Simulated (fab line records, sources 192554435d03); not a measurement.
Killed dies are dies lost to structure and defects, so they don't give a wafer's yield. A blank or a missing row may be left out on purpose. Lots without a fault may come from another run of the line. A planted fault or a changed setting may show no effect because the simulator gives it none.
One fault seen from 2 desks | flow n5_finfet | each desk has only its own numbers; what lay behind them comes last

THE METROLOGY DESK
What the gauges read, lot by lot, whatever tool the lot ran on: means of the sampled wafers that have a number. A lot is out of limits, marked OUT, if its mean lies more than 4 standard deviations from the usual mean; the brackets give that distance.
Columns: A = cd_nm at N5_BEOL_M10_CD_MEAS_28, usual 69.9 nm
lot  | first seen here | A
L182 | day 11 15:50    | 68.6
L184 | day 12 06:58    | 69.9
L185 | day 12 13:41    | 70.8
L187 | day 12 14:37    | 70.5
L186 | day 12 20:02    | 70.9
L188 | day 13 03:06    | 69.2
L189 | day 13 18:02    | 68.7
L190 | day 13 22:19    | 68.9
L192 | day 14 11:52    | 70.5
L193 | day 14 14:16    | 69.7
L195 | day 14 20:33    | 69.9
L196 | day 15 04:48    | 70.0
This desk's finding: nothing out of limits on any of the 12 lots.

THE TOOL OWNER'S DESK: arfi_scanner-01
The tool's own readings at N5_BEOL_M10_EXPOSE_25 (exposes mask V9): means of the sampled wafers that have a number, for each lot that ran on this tool. A lot is out of limits, marked OUT, if its mean lies more than 4 standard deviations from the usual mean; the brackets give that distance.
Columns: A = exposure_dose_mJ_cm2 at N5_BEOL_M10_EXPOSE_25, usual 85.42; B = focus_offset_nm at N5_BEOL_M10_EXPOSE_25, usual 0.0 nm
lot  | first seen here | A     | B
L187 | day 12 14:30    | 85.47 | -1.1
L186 | day 12 19:54    | 85.27 | 0.1
This desk's finding: nothing out of limits on any of the 2 lots.

PUT TOGETHER
The metrology desk saw nothing out of limits.
The tool owner's desk saw nothing out of limits.

WHAT THE SIMULATOR HAD PUT IN
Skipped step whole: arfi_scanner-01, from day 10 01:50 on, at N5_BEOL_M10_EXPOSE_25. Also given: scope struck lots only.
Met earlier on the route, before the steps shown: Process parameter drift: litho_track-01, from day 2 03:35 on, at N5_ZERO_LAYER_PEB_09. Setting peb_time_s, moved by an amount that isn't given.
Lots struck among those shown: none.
